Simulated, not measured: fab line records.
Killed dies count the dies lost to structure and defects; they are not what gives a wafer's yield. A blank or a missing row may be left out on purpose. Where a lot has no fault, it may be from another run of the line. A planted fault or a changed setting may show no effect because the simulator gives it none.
fab line records	flow n5_finfet
[record] lots = 6	wafers = 18	last_day = 17
route steps=1938 shown START@1 ZERO_LAYER@2 BEOL_M4@1111
lots with no fault: from the same line, run without faults
start_h: start of the lot's first displayed wafer, in hours after the record's first day	wait_h: hours from the lot's prior step to this one	" same as the row above	L1.1+2: several wafers, shown together as one row	- value missing, or start not given	* or withheld: withheld	< > ~ a bound
route shown NAME@n: names a module that has steps shown in the file, with the first one's number in the route	usual: mean and standard deviation over wafers with no fault	same: alike in all rows	chamber/n: place in a boat	sites: each site's reading	_std_site: how widely they spread, as a standard deviation	_edge_site: mean of outer sites minus mean of inner sites	radius_mm: how far each site lies from the wafer's centre	mask NAME#n: copy n	behind: the tool/chamber that last shaped the wafer	hold: why the lot went on hold/how many hours it stayed there/how the hold came to an end	device: which transistor (n, p or np) failed to switch	end of line: at the end of the route, the tests of the same wafers	a step with no rows: only its recipe	killed: at the first sort, the dies lost to defects and structure; wafer yield is something else	map: per-die view of a wafer (x killed, . not killed, _ where there is no die)
set.NAME: the setting as run; set.NAME@STEP: as run at that earlier step	model.NAME: the simulator's own value behind a step, which no gauge read
a table for each step, a row for each wafer; lots at some steps of the route
services: from which hour (start_h, from the record's first day; less than 0 if before it) a tool's chamber was out of use, for how many hours, and why
[[steps]]
[step N5_START_INSPECT_01]
[recipe] inspect_instrument = unpatterned_scan	mode = incoming
[usual] raw_defect_count = 5.9/2.6
lot.wafer	tool	chamber	start_h	wait_h	raw_defect_count
L641.2	defect_inspect-01	-	60.03	-	4
L641.4	"	-	"	"	6
L641.6	"	-	"	"	6
L643.1	defect_inspect-01	-	72.03	-	3
L643.2	"	-	"	"	2
L643.6	"	-	"	"	6
L645.2	defect_inspect-01	-	84.03	-	3
L645.3	"	-	"	"	6
L645.4	"	-	"	"	9
L647.1	defect_inspect-02	-	96.03	-	4
L647.3	"	-	"	"	7
L647.5	"	-	"	"	11
L652.1	defect_inspect-02	-	126.03	-	9
L652.3	"	-	"	"	4
L652.6	"	-	"	"	3
L656.3	defect_inspect-01	-	150.03	-	8
L656.4	"	-	"	"	5
L656.5	"	-	"	"	7
[step N5_ZERO_LAYER_PRECLEAN_00]
[recipe] chemistry = SPM	time_s = 600	temp_c = 120	mix = 4:1
[step N5_ZERO_LAYER_SRD_01]
[recipe] time_s = 30	temp_c = 23	rinse_liquid = diw	dry = n2_spin	spin_rpm = 1500	dry_time_s = 30
[step N5_ZERO_LAYER_PECVD_02]
[recipe] material = SiO2	target_thk_a = 100	temp_c = 400	precursor = SiH4/N2O	pressure_torr = 0.75	rf_w = 275	time_s = 6
[usual] heater_power_w = 863/120	showerhead_plenum_p_Torr = 8.12/0.25
lot.wafer	tool	chamber	start_h	wait_h	heater_power_w	showerhead_plenum_p_Torr
L641.2	pecvd-03	2	60.28	0.0	613	8.22
L641.4	"	2	"	"	609	8.23
L641.6	"	1	"	"	945	8.39
L643.1	pecvd-01	1	72.28	0.0	961	7.90
L643.2	"	2	"	"	866	7.74
L643.6	"	1	"	"	906	7.90
L645.2	pecvd-01	1	84.28	0.0	1008	7.89
L645.3	"	2	"	"	948	7.76
L645.4	"	2	"	"	911	7.77
L647.1	pecvd-01	1	96.28	0.0	1088	7.90
L647.3	"	0	"	"	826	8.43
L647.5	"	1	"	"	1081	7.87
L652.1	pecvd-01	0	126.30	0.0	779	8.42
L652.3	"	1	"	"	954	7.89
L652.6	"	0	"	"	763	8.44
L656.3	pecvd-01	1	150.28	0.0	1080	7.89
L656.4	"	1	"	"	1089	7.89
L656.5	"	0	"	"	790	8.43
[step N5_ZERO_LAYER_HMDS_04]
[recipe] time_s = 60	temp_c = 120
[step N5_ZERO_LAYER_COAT_05]
[recipe] spin_rpm = 1500	resist_thk_nm = 1000
[step N5_ZERO_LAYER_EBR_07]
[recipe] solvent = PGMEA	ebr_width_mm = 1.5
[step N5_ZERO_LAYER_SOFTBAKE_06]
[recipe] temp_c = 100	time_s = 90
[step N5_ZERO_LAYER_EXPOSE_08]
[recipe] mask_id = ZERO	na = 0.55	source_shape = conventional	sigma_outer = 0.8	polarization = unpolarized	defocus_nm = 0	target_cd_nm = 2000	dose_mj = 16.2
[step N5_ZERO_LAYER_PEB_09]
[recipe] peb_temp_c = withheld	peb_time_s = *
lot.wafer	tool	chamber	start_h	wait_h
L641.2+4+6	litho_track-01	0	60.67	0.0
L643.1+2+6	litho_track-01	0	72.52	0.1
L645.2+3+4	litho_track-01	0	84.52	0.0
L647.1+3+5	litho_track-05	0	96.52	0.1
L652.1+3+6	litho_track-01	0	126.66	0.1
L656.3+4+5	litho_track-01	0	150.53	0.0
[step N5_ZERO_LAYER_DEVELOP_10]
[recipe] develop_time_s = 60	rinse_liquid = diw	dry = air_spin	dev_temp_c = 21
[step N5_ZERO_LAYER_HARDBAKE_23]
[recipe] temp_c = 130	time_s = 120
[step N5_ZERO_LAYER_CD_MEAS_11]
[recipe] target_cd_nm = 2000	landing_energy_ev = 500	detector = se_inlens
[usual] cd_nm = 2000.2/2.7
lot.wafer	tool	chamber	start_h	wait_h	cd_nm
L641.2	cd_sem-03	0	60.79	-	1997.7
L641.4	"	0	"	"	2001.2
L641.6	"	0	"	"	2002.5
L643.1	cd_sem-02	0	72.64	-	1998.3
L643.2	"	0	"	"	2000.7
L643.6	"	0	"	"	2002.5
L645.2	cd_sem-02	0	84.64	-	2002.2
L645.3	"	0	"	"	2001.5
L645.4	"	0	"	"	1997.3
L647.1	cd_sem-03	0	96.64	-	1996.4
L647.3	"	0	"	"	2000.1
L647.5	"	0	"	"	1997.1
L652.1	cd_sem-03	0	126.78	-	1987.4
L652.3	"	0	"	"	2001.1
L652.6	"	0	"	"	2001.9
L656.3	cd_sem-03	0	150.65	-	1998.7
L656.4	"	0	"	"	1982.1
L656.5	"	0	"	"	2000.5
[step N5_ZERO_LAYER_DESCUM_16]
[recipe] chemistry = O2	time_s = 7.9	source_power_w = 50	bias_power_w = 20	pressure_mtorr = 20	rf_frequency_hz = 2.712e+07	temp_c = 40	o2_flow_sccm = 225
[usual] drypump_motor_current_A = 5.7/0.49	oes_product_au = 0.82/0.073	rf_vpp_V = 243.2/1.1	showerhead_plenum_p_Torr = 2.10/0.047	throttle_valve_pct = 20.38/0.24
lot.wafer	tool	chamber	start_h	wait_h	drypump_motor_current_A	oes_product_au	rf_hours_counter_h	rf_vpp_V	showerhead_plenum_p_Torr	throttle_valve_pct	model.ZERO_LAYER.cd_nm
L641.2	rie_diel-02	2	60.83	0.0	6.4	0.75	130	244.1	2.13	20.72	1998
L641.4	"	0	"	"	5.4	0.95	11	242.0	2.08	20.03	2002
L641.6	"	3	"	"	5.4	0.78	-	243.5	2.10	20.60	2003
L643.1	rie_diel-02	1	72.70	0.1	5.7	0.84	59	242.9	2.03	20.22	1998
L643.2	"	3	"	"	5.4	0.77	134	244.6	2.10	20.61	2001
L643.6	"	3	"	"	5.4	0.78	-	241.6	2.10	20.60	2003
L645.2	rie_diel-03	3	84.68	0.0	6.7	0.86	57	242.3	2.13	20.23	2002
L645.3	"	2	"	"	5.7	0.72	201	244.2	2.18	20.51	2002
L645.4	"	0	"	"	5.3	0.88	47	242.3	2.06	20.44	1998
L647.1	rie_diel-02	1	97.42	0.8	5.7	0.83	66	243.7	2.03	20.23	1997
L647.3	"	0	"	"	5.4	0.93	22	242.5	2.08	20.05	2000
L647.5	"	0	"	"	5.4	0.93	-	242.5	2.08	20.04	1997
L652.1	rie_diel-03	1	126.82	0.0	4.8	0.98	0	244.5	2.15	20.16	1988
L652.3	"	3	"	"	6.7	0.84	72	242.6	2.13	20.25	2001
L652.6	"	3	"	"	6.6	0.84	-	243.5	2.13	20.24	2002
L656.3	rie_diel-05	1	150.69	0.0	5.6	0.75	152	243.5	2.17	20.19	1998
L656.4	"	3	"	"	6.4	0.84	75	241.7	2.06	20.74	1982
L656.5	"	1	"	"	5.7	0.74	-	243.9	2.17	20.21	2001
[step N5_ZERO_LAYER_ETCH_17]
[recipe] chemistry = CF4	target = SiO2	target_depth_a = 120	time_s = 13.3	ion_energy_ev = 350	pressure_mtorr = 40	source_w = 450	bias_w = 215	Ar_flow_sccm = 100	cf4_flow_sccm = 100
[usual] drypump_motor_current_A = 5.7/0.49	oes_product_au = 0.82/0.083	rf_vpp_V = 949/3.1	showerhead_plenum_p_Torr = 2.14/0.047	throttle_valve_pct = 15.52/0.25
lot.wafer	tool	chamber	start_h	wait_h	drypump_motor_current_A	oes_product_au	rf_hours_counter_h	rf_vpp_V	showerhead_plenum_p_Torr	throttle_valve_pct
L641.2	rie_diel-02	2	60.86	0.0	6.4	0.75	130	948	2.15	15.76
L641.4	"	0	"	"	5.4	0.98	11	945	2.10	15.01
L641.6	"	3	"	"	5.4	0.76	-	947	2.12	15.66
L643.1	rie_diel-02	1	72.74	0.0	5.7	0.84	59	944	2.08	15.43
L643.2	"	3	"	"	5.4	0.76	134	949	2.12	15.68
L643.6	"	3	"	"	5.4	0.76	-	948	2.12	15.67
L645.2	rie_diel-03	3	84.71	0.0	6.6	0.86	57	952	2.17	15.37
L645.3	"	2	"	"	5.7	0.73	201	953	2.21	15.73
L645.4	"	0	"	"	5.3	0.89	47	946	2.09	15.43
L647.1	rie_diel-02	1	97.45	0.0	5.7	0.84	66	944	2.08	15.43
L647.3	"	0	"	"	5.4	0.95	22	945	2.09	15.00
L647.5	"	0	"	"	5.4	0.95	-	946	2.09	15.01
L652.1	rie_diel-03	1	126.86	0.0	4.8	1.00	0	953	2.19	15.41
L652.3	"	3	"	"	6.7	0.85	72	950	2.17	15.41
L652.6	"	3	"	"	6.6	0.85	-	950	2.17	15.41
L656.3	rie_diel-05	1	150.72	0.0	5.7	0.75	152	952	2.21	15.47
L656.4	"	3	"	"	6.4	0.84	75	945	2.10	15.83
L656.5	"	1	"	"	5.6	0.75	-	955	2.21	15.45
[step N5_ZERO_LAYER_ETCH_18]
[recipe] chemistry = HBr/Cl2	target = Si	target_depth_a = 1200	time_s = 40	pressure_mtorr = 10	icp_w = 800	bias_w = 75	HBr_flow_sccm = 150	Cl2_flow_sccm = 80
[usual] drypump_motor_current_A = 5.8/0.46	he_backside_leak_sccm = 3.0/0.42	mfc_cl2_sccm = 80.01/0.22	oes_product_au = 1.001/0.014	throttle_valve_pct = 36.4/0.38
lot.wafer	tool	chamber	start_h	wait_h	drypump_motor_current_A	he_backside_leak_sccm	mfc_cl2_sccm	oes_product_au	rf_hours_counter_h	throttle_valve_pct	model.ZERO_LAYER.cd_nm
L641.2	rie_si-06	2	60.95	0.1	5.9	3.0	80.03	1.009	118	36.7	1998
L641.4	"	0	"	"	5.6	3.6	80.25	0.980	106	36.2	2002
L641.6	"	3	"	"	5.9	3.1	79.86	1.022	-	35.4	2003
L643.1	rie_si-03	3	72.81	0.0	5.6	3.2	79.80	0.996	57	36.2	1998
L643.2	"	0	"	"	5.1	2.6	79.77	0.986	4	36.9	2001
L643.6	"	2	"	"	5.4	2.7	79.94	1.007	-	36.9	2002
L645.2	rie_si-03	3	84.80	0.1	5.6	3.3	79.72	0.996	57	36.2	2002
L645.3	"	0	"	"	5.1	2.6	80.14	0.980	4	36.9	2002
L645.4	"	1	"	"	6.5	2.6	79.86	0.996	174	36.2	1998
L647.1	rie_si-03	2	97.52	0.0	5.4	2.5	80.17	1.019	24	36.9	1997
L647.3	"	3	"	"	5.6	3.2	80.23	1.000	58	36.2	2000
L647.5	"	0	"	"	5.1	2.5	79.78	0.982	-	36.9	1997
L652.1	rie_si-04	3	126.93	0.0	5.9	2.9	80.07	1.008	181	36.8	1988
L652.3	"	0	"	"	6.4	3.1	80.28	0.996	126	36.5	2001
L652.6	"	2	"	"	6.2	3.2	79.87	1.020	-	36.5	2002
L656.3	rie_si-04	2	150.80	0.0	6.2	3.5	79.91	1.015	173	36.6	1998
L656.4	"	1	"	"	5.1	2.5	79.74	1.005	73	36.2	1982
L656.5	"	1	"	"	5.1	2.4	79.64	1.016	-	36.2	2001
[step N5_ZERO_LAYER_STRIP_24]
[recipe] chemistry = O2	power_w = 1000	temp_c = 250	overash_fraction = 0.3	pressure_mtorr = 1000	o2_flow_sccm = 6750
[usual] drypump_motor_current_A = 5.7/0.37	heater_power_w = 355/39	oes_product_au = 0.646/0.0043	strip_time_to_endpoint_s = 43.83/0.097
lot.wafer	tool	chamber	start_h	wait_h	drypump_motor_current_A	heater_power_w	oes_product_au	rf_hours_counter_h	strip_time_to_endpoint_s
L641.2	plasma_asher-01	1	61.05	0.1	5.2	376	0.647	76	43.75
L641.4	"	1	"	"	5.2	361	0.644	-	43.76
L641.6	"	1	"	"	5.2	380	0.647	-	43.82
L643.1	plasma_asher-01	1	72.91	0.1	5.2	378	0.644	78	43.81
L643.2	"	0	"	"	6.1	321	0.646	78	43.81
L643.6	"	1	"	"	5.2	373	0.639	-	43.86
L645.2	plasma_asher-01	0	84.90	0.1	6.1	305	0.651	81	43.80
L645.3	"	1	"	"	5.2	370	0.641	-	44.01
L645.4	"	0	"	"	6.1	316	0.641	-	43.96
L647.1	plasma_asher-02	1	97.66	0.1	5.8	323	0.646	44	43.66
L647.3	"	1	"	"	5.9	322	0.650	-	43.65
L647.5	"	1	"	"	5.9	321	0.650	-	43.76
L652.1	plasma_asher-02	1	127.03	0.1	5.9	328	0.650	50	43.84
L652.3	"	0	"	"	5.5	409	0.653	-	43.93
L652.6	"	1	"	"	5.9	325	0.647	-	43.80
L656.3	plasma_asher-02	1	150.92	0.1	5.9	326	0.653	-	43.91
L656.4	"	0	"	"	5.5	416	0.655	-	43.81
L656.5	"	0	"	"	5.4	410	0.639	-	43.90
[step N5_BEOL_M4_RC_MEAS_101]
[usual] DIBL_N = 36.0/2.2	DIBL_P = 35.9/2.6	IOFF_N = 0.16/0.038	IOFF_P = 0.21/0.042	ION_N = 675/15	ION_P = 463/10	SS_N = 71.5/0.62	SS_P = 73.2/0.76	VT_N = 250/4.1	VT_P = -251/3.6
lot.wafer	tool	chamber	start_h	wait_h	DIBL_N[mV/V]	DIBL_P[mV/V]	IOFF_N[nA/um]	IOFF_P[nA/um]	ION_N[uA/um]	ION_P[uA/um]	SS_N[mV/dec]	SS_P[mV/dec]	VT_N[mV]	VT_P[mV]
L641.2	prober-01	0	219.93	0.2	36.3	36.8	0.15	0.20	664	454	71.2	73.4	252	-253
L641.4	"	0	"	"	34.3	34.1	0.11	0.16	645	447	70.9	72.9	254	-255
L641.6	"	0	"	"	38.3	38.6	0.19	0.23	676	466	71.9	74.3	251	-250
L643.1	prober-01	0	227.47	0.0	36.2	36.4	0.15	0.18	683	456	71.6	72.8	250	-254
L643.2	"	0	"	"	38.2	38.9	0.19	0.21	684	456	72.0	73.9	249	-251
L643.6	"	0	"	"	34.1	33.8	0.13	0.15	679	457	70.7	72.2	251	-256
L647.1	prober-02	0	247.32	0.0	34.5	33.5	0.12	0.19	656	466	71.3	72.4	254	-250
L647.3	"	0	"	"	39.1	38.6	0.22	0.28	709	482	72.3	73.6	243	-247
L647.5	"	0	"	"	35.4	33.0	0.13	0.17	663	461	70.8	72.3	254	-252
L645.2	prober-01	0	247.44	0.2	35.2	36.6	0.15	0.20	673	460	71.2	72.6	249	-249
L645.3	"	0	"	"	34.9	37.1	0.16	0.21	685	467	71.1	72.7	246	-248
L645.4	"	0	"	"	36.3	36.2	0.14	0.19	647	444	72.0	72.4	253	-251
L652.1	prober-02	0	281.12	0.0	37.3	38.4	0.18	0.23	685	471	70.4	72.5	246	-247
L652.3	"	0	"	"	38.6	39.5	0.19	0.25	699	479	71.2	73.5	247	-246
L652.6	"	0	"	"	36.1	37.1	0.14	0.21	680	471	71.4	73.1	250	-251
L656.3	prober-02	0	306.66	0.3	34.1	34.9	0.15	0.21	684	474	71.1	73.1	247	-249
L656.4	"	0	"	"	32.8	30.7	0.12	0.16	666	459	71.3	71.2	251	-253
L656.5	"	0	"	"	36.8	37.0	0.20	0.25	690	472	71.9	73.3	244	-245
[[services]]
tool	chamber	start_h	hours	kind
plasma_asher-01	-	44.69	1.3	repair
pecvd-03	1	46.74	2.1	scheduled_down
rie_si-03	-	53.19	14.6	pm
pecvd-03	0	58.36	21.2	repair
rie_si-04	-	80.68	0.2	repair
rie_si-06	-	83.44	14.6	pm
rie_diel-02	-	89.59	0.7	repair
pecvd-01	-	94.47	1.4	repair
rie_diel-02	2	95.78	4.7	repair
rie_diel-02	3	97.68	4.5	repair
rie_diel-03	1	109.14	-	clean
rie_diel-03	1	109.14	-	consumable_replace:focus_ring
rie_diel-03	1	109.14	17.6	scheduled_down
rie_diel-03	1	109.14	17.6	vent_cycle
rie_si-06	1	110.26	2.6	repair
rie_diel-02	3	119.31	7.9	repair
rie_diel-05	-	122.19	0.2	repair
rie_diel-05	3	129.67	16.7	repair
pecvd-01	0	129.78	5.5	scheduled_down
rie_si-06	3	140.30	4.8	repair
rie_si-06	3	148.23	3.2	repair
plasma_asher-01	-	149.50	9.1	repair
[[key]]
[first_sign] step = N5_ZERO_LAYER_CD_MEAS_11	reading = cd_nm	direction = down	sigmas = 5.7	usual = 2000.2	struck = 1984.7
effect none on later readings
[model_effect] step = N5_ZERO_LAYER_DESCUM_16	value = ZERO_LAYER.cd_nm	without = 1997	struck = 1985
[model_effect] step = N5_ZERO_LAYER_ETCH_18	value = ZERO_LAYER.cd_nm	without = 1997	struck = 1985
met_at N5_ZERO_LAYER_PEB_09
struck_wafers L652.1,L656.4
onset_between 84.52 126.66
[fault] kind = process_parameter_drift	tool = litho_track-01	chamber = -	onset_h = 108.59	steps = N5_ZERO_LAYER_PEB_09	channel = peb_time_s	offset = *	shape = step	end_h = 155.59	scope = struck_wafers_only	acts_in = *	stated = *
